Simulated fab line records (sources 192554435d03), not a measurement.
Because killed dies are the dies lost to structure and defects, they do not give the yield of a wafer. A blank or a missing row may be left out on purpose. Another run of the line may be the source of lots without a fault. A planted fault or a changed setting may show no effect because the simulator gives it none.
What tool caused it? | flow n5Finfet | 10 lots, 30 wafers sampled, at 4 steps of a route of 1938

WHAT THE GAUGES READ, wafer by wafer
N5_BEOL_M9_CD_MEAS_28: target cd 70 nm.
lot  | measured     | on       | cdNm (nm)
L548 | day 9 22:07  | cdSem-01 | 69.69 70.01 69.70
L550 | day 10 07:55 | cdSem-01 | 70.10 69.88 69.95
L552 | day 10 16:57 | cdSem-01 | 70.25 70.18 70.57
L551 | day 10 15:20 | cdSem-01 | 70.19 69.81 70.20
L558 | day 12 08:16 | cdSem-03 | 70.59 70.53 70.30
L559 | day 12 16:27 | cdSem-02 | 70.14 70.02 69.95
L564 | day 14 14:10 | cdSem-03 | 69.92 74.04 69.97
L566 | day 14 18:14 | cdSem-02 | 70.26 70.28 70.34
L567 | day 15 07:44 | cdSem-02 | 70.19 70.06 70.04
L569 | day 15 23:23 | cdSem-02 | 69.88 69.88 69.93

TOOL THAT RAN EACH LOT (tool first, then ch and the chambers of the sampled wafers, then the start)
lot  | N5_BEOL_M9_ETCH_62                | N5_BEOL_M9_STRIP_67               | N5_BEOL_M9_EXPOSE_25
L548 | rieDiel-04 ch 0,2,3, day 9 21:26  | rieDiel-04 ch 0,2,3, day 9 21:35  | euvScanner-01 ch 0, day 9 21:59
L550 | rieDiel-04 ch 2,3, day 10 06:56   | rieDiel-04 ch 2,3, day 10 07:05   | euvScanner-02 ch 0, day 10 07:47
L552 | rieDiel-04 ch 0,1,3, day 10 12:48 | rieDiel-04 ch 0,1,3, day 10 12:57 | euvScanner-01 ch 0, day 10 16:50
L551 | rieDiel-05 ch 1,2,3, day 10 13:16 | rieDiel-05 ch 1,2,3, day 10 13:25 | euvScanner-01 ch 0, day 10 15:12
L558 | rieDiel-04 ch 1,2,3, day 12 06:54 | rieDiel-04 ch 1,2,3, day 12 07:03 | euvScanner-02 ch 0, day 12 08:08
L559 | rieDiel-06 ch 1,3, day 12 15:14   | rieDiel-06 ch 1,3, day 12 15:23   | euvScanner-02 ch 0, day 12 16:20
L564 | rieDiel-06 ch 0,3, day 14 11:45   | rieDiel-06 ch 0,3, day 14 11:53   | euvScanner-02 ch 0, day 14 14:04
L566 | rieDiel-05 ch 0,1,3, day 14 15:44 | rieDiel-05 ch 0,1,3, day 14 15:53 | euvScanner-01 ch 0, day 14 18:07
L567 | rieDiel-06 ch 0,1,3, day 15 06:29 | rieDiel-06 ch 0,1,3, day 15 06:38 | euvScanner-01 ch 0, day 15 07:36
L569 | rieDiel-05 ch 1,3, day 15 20:13   | rieDiel-05 ch 1,3, day 15 20:22   | euvScanner-01 ch 0, day 15 23:15
- N5_BEOL_M9_ETCH_62: etches SOC in N2/H2, target depth 110 nm, overetch 22 nm, time 165 s.
- N5_BEOL_M9_STRIP_67: strips in CF4.
- N5_BEOL_M9_EXPOSE_25: exposes mask V8.

THE ANSWER, worked out from the rows above alone
Rule: the usual values come from the lots themselves. The widest of any qualifying gaps counts: lots, ordered by their means at a reading, are off when they make up no more than a third of the lots, leave a main group of 4 or more, and stand apart from it by 3 or more times the standard deviation of that group's means. The tables above print the reading to a certain number of digits; a main group whose means all agree to those digits is not used. A lot without any number at a reading at which 4 lots or more have one is off too. Any other lot the step has rows for is counted as sound.
Off, at N5_BEOL_M9_CD_MEAS_28 on cdNm: L564. Mean 70.11 nm and standard deviation 0.21 in the main group.
A tool fits if, at a process step before that reading, it ran every lot that is off, and no sound lot after the first of them. Gauges at N5_BEOL_M9_CD_MEAS_28: tried the same way as those tools. 2 tools fit, euvScanner-02 at N5_BEOL_M9_EXPOSE_25 and cdSem-03 at N5_BEOL_M9_CD_MEAS_28, so this cannot tell which one it is.

WHAT THE SIMULATOR HAD INSERTED
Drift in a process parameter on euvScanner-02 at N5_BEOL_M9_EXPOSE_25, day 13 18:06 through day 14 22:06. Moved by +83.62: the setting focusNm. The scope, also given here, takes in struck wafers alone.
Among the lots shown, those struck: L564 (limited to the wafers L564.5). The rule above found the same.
